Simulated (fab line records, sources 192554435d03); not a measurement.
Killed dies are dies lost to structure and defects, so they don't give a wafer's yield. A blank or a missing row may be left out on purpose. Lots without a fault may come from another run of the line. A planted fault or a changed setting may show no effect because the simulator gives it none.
Split-lot experiment | flow n5_finfet | 7 lots, 39 wafers read, on a route of 1938 steps

THE SPLIT
At N5_STI_FIN_REVEAL_ALD_00 (deposits SiO2, target thk 1 nm, pulse time 1 s), the setting target_thk_a was moved away from the recipe's 10 angstrom on 12 of the 39 wafers read, by -54.3% to +49.2%. The other wafers ran this setting at the recipe's value.

The reading is taken at the split's own step.

THE READING
SiO2_of_STI_FIN_REVEAL_ALD_00.thk_nm (the simulator's own value, which no gauge read), in nm, at N5_STI_FIN_REVEAL_ALD_00 (deposits SiO2, target thk 1 nm, pulse time 1 s). The file gives no usual value for it.

wafer  | tool, chamber at the split | target_thk_a as run, angstrom | against the recipe | SiO2_of_STI_FIN_REVEAL_ALD_00.thk_nm, nm | against lot-mates on the recipe
L077.1 | ald_sin-04, 0,3,1          | 6.01                          | -39.9%             | 0.6                                      | -0.4
L077.2 | ald_sin-04, 0,3,1          | 6.01                          | -39.9%             | 0.6                                      | -0.4
L077.3 | ald_sin-04, 0,3,1          | 6.01                          | -39.9%             | 0.6                                      | -0.4
L077.4 | ald_sin-04, 2,1,0          | 10                            | recipe             | 1                                        | -
L077.5 | ald_sin-04, 2,1,0          | 10                            | recipe             | 1                                        | -
L077.6 | ald_sin-04, 2,1,0          | 10                            | recipe             | 1                                        | -
L078.1 | ald_sin-01, 0,1            | 14.92                         | +49.2%             | 1.4                                      | +0.4
L078.6 | ald_sin-01, 0,1            | 14.92                         | +49.2%             | 1.4                                      | +0.4
L078.2 | ald_sin-01, 1,3,2          | 10                            | recipe             | 1                                        | -
L078.3 | ald_sin-01, 1,3,2          | 10                            | recipe             | 1                                        | -
L078.4 | ald_sin-01, 1,3,2          | 10                            | recipe             | 1                                        | -
L078.5 | ald_sin-01, 2              | 14.92                         | +49.2%             | 1.6                                      | +0.6
L080.1 | ald_sin-03, 0,3,1,2,1,2    | 10                            | recipe             | 1                                        | -
L080.2 | ald_sin-03, 0,3,1,2,1,2    | 10                            | recipe             | 1                                        | -
L080.3 | ald_sin-03, 0,3,1,2,1,2    | 10                            | recipe             | 1                                        | -
L080.4 | ald_sin-03, 0,3,1,2,1,2    | 10                            | recipe             | 1                                        | -
L080.5 | ald_sin-03, 0,3,1,2,1,2    | 10                            | recipe             | 1                                        | -
L080.6 | ald_sin-03, 0,3,1,2,1,2    | 10                            | recipe             | 1                                        | -
L083.1 | ald_sin-01, 2,0,3,1,2,3    | 10                            | recipe             | 1                                        | -
L083.2 | ald_sin-01, 2,0,3,1,2,3    | 10                            | recipe             | 1                                        | -
L083.3 | ald_sin-01, 2,0,3,1,2,3    | 10                            | recipe             | 1                                        | -
L083.4 | ald_sin-01, 2,0,3,1,2,3    | 10                            | recipe             | 1                                        | -
L083.5 | ald_sin-01, 2,0,3,1,2,3    | 10                            | recipe             | 1                                        | -
L083.6 | ald_sin-01, 2,0,3,1,2,3    | 10                            | recipe             | 1                                        | -
L086.1 | ald_sin-03, 2,1,0          | 10                            | recipe             | 1                                        | -
L086.2 | ald_sin-03, 2,1,0          | 10                            | recipe             | 1                                        | -
L086.3 | ald_sin-03, 2,1,0          | 10                            | recipe             | 1                                        | -
L090.1 | ald_sin-04, 0,2,1          | 12.05                         | +20.5%             | 1.2                                      | +0.2
L090.2 | ald_sin-04, 0,2,1          | 12.05                         | +20.5%             | 1.2                                      | +0.2
L090.4 | ald_sin-04, 0,2,1          | 12.05                         | +20.5%             | 1.2                                      | +0.2
L090.3 | ald_sin-04, 3,2,3          | 10                            | recipe             | 1                                        | -
L090.5 | ald_sin-04, 3,2,3          | 10                            | recipe             | 1                                        | -
L090.6 | ald_sin-04, 3,2,3          | 10                            | recipe             | 1                                        | -
L094.1 | ald_sin-03, 2,0,1          | 10                            | recipe             | 1                                        | -
L094.4 | ald_sin-03, 2,0,1          | 10                            | recipe             | 1                                        | -
L094.6 | ald_sin-03, 2,0,1          | 10                            | recipe             | 1                                        | -
L094.2 | ald_sin-03, 1,3,2          | 4.569                         | -54.3%             | 0.4                                      | -0.6
L094.3 | ald_sin-03, 1,3,2          | 4.569                         | -54.3%             | 0.4                                      | -0.6
L094.5 | ald_sin-03, 1,3,2          | 4.569                         | -54.3%             | 0.4                                      | -0.6
Where a row lists several chambers, the file gives one row for several wafers and doesn't say which wafer went through which chamber.

THE FIT
A straight line over all 39 wafers: SiO2_of_STI_FIN_REVEAL_ALD_00.thk_nm changes by +0.0102 nm for each +1% of target_thk_a; r = +0.99; the points scatter about the line by 0.031 nm.
The same after taking each lot's own level away (the mean of its wafers on the recipe; 39 wafers): +0.0102 nm for each +1%; r = +0.99; scatter 0.031 nm.
On that fit, the largest move of target_thk_a shifts the reading by 0.56 nm.
The lots' own levels span 1.00 to 1.00 nm.
So the lot-to-lot level changes the slope little: the two slopes agree.
Check: with one of the wafers moved furthest among these (-54.3%) left out of the fit, the line predicts -0.555 nm for it against its lot-mates. It came out at -0.6 nm against them.

THE FILE'S OWN FIT
SiO2_of_STI_FIN_REVEAL_ALD_00.thk_nm changes by +0.0102 nm for each +1% of target_thk_a, r = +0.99.
